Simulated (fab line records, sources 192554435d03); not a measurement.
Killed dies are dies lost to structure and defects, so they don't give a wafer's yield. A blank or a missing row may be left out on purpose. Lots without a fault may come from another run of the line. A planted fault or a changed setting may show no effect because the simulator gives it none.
Chamber matching | flow n5_finfet | N5_BEOL_M0_SAQP_PECVD_96 on pecvd-03: 3 sister chambers
The step deposits a-Si from SiH4/He, target thk 45 nm, time 45.2 s. 20 wafers are shown with their chamber, then 10 later ones without.

WAFERS WITH THEIR CHAMBER
wafer  | chamber | throttle_valve_pct (%) | showerhead_plenum_p_Torr (Torr) | heater_power_w (W)
L074.2 | 2       | 16.4                   | 5.694                           | 500
L074.3 | 1       | 19.1                   | 5.662                           | 567
L074.5 | 2       | 16.3                   | 5.687                           | 503
L075.3 | 2       | 16.5                   | 5.696                           | 514
L075.4 | 1       | 19.4                   | 5.655                           | 546
L075.6 | 0       | 19.0                   | 5.676                           | 659
L079.1 | 0       | 19.3                   | 5.671                           | 627
L079.3 | 2       | 16.0                   | 5.691                           | 538
L079.6 | 1       | 19.2                   | 5.645                           | 519
L080.1 | 0       | 19.2                   | 5.677                           | 635
L080.2 | 1       | 19.3                   | 5.664                           | 559
L080.6 | 2       | 16.4                   | 5.702                           | 528
L081.1 | 2       | 16.5                   | 5.691                           | 487
L081.4 | 0       | 19.3                   | 5.657                           | 575
L081.6 | 2       | 16.3                   | 5.695                           | 489
L085.3 | 2       | 16.5                   | 5.681                           | 521
L085.4 | 1       | 19.4                   | 5.658                           | 576
L085.5 | 2       | 16.3                   | 5.687                           | 532
L091.4 | 2       | 16.6                   | 5.697                           | 550
L091.5 | 0       | 19.2                   | 5.664                           | 668

SIGNATURES (means of the wafers above)
reading                  | chamber 0 | chamber 1 | chamber 2 | scatter within a chamber
throttle_valve_pct       | 19.200    | 19.280    | 16.380    | 0.15
showerhead_plenum_p_Torr | 5.66900   | 5.65680   | 5.69210   | 0.00701
heater_power_w           | 632.80    | 553.40    | 516.20    | 25.8
Rule: a wafer's distance from a chamber is the root of the sum, over the readings, of the square of ((its reading less the chamber's mean) divided by the reading's scatter). The wafer belongs to the nearest chamber; if the next one is less than 2 further off, it can't be placed. The scatter: the root of (the sum of the squares of (reading less its chamber's mean) over the shown wafers, divided by (wafers less chambers)).

WAFERS WITHOUT THEIR CHAMBER
wafer  | throttle_valve_pct (%) | showerhead_plenum_p_Torr (Torr) | heater_power_w (W)
L091.6 | 19.3                   | 5.660                           | 536
L094.1 | 16.8                   | 5.697                           | 483
L094.3 | 19.5                   | 5.666                           | 559
L094.5 | 19.4                   | 5.667                           | 583
L095.4 | 16.8                   | 5.699                           | 562
L095.5 | 19.2                   | 5.658                           | 557
L095.6 | 19.1                   | 5.686                           | 618
L097.2 | 16.4                   | 5.699                           | 525
L097.3 | 19.3                   | 5.682                           | 619
L097.5 | 19.4                   | 5.652                           | 552

WHICH CHAMBER EACH WENT THROUGH
wafer  | from the rows above     | in truth
L091.6 | 1                       | 1
L094.1 | 2                       | 2
L094.3 | can't be placed: 1 or 0 | 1
L094.5 | can't be placed: 1 or 0 | 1
L095.4 | 2                       | 2
L095.5 | 1                       | 1
L095.6 | 0                       | 0
L097.2 | 2                       | 2
L097.3 | 0                       | 0
L097.5 | 1                       | 1
Placed correctly: 8 of 10. Can't be placed from these rows: 2 (the true chamber is among the candidates in 2). Placed wrongly: 0.
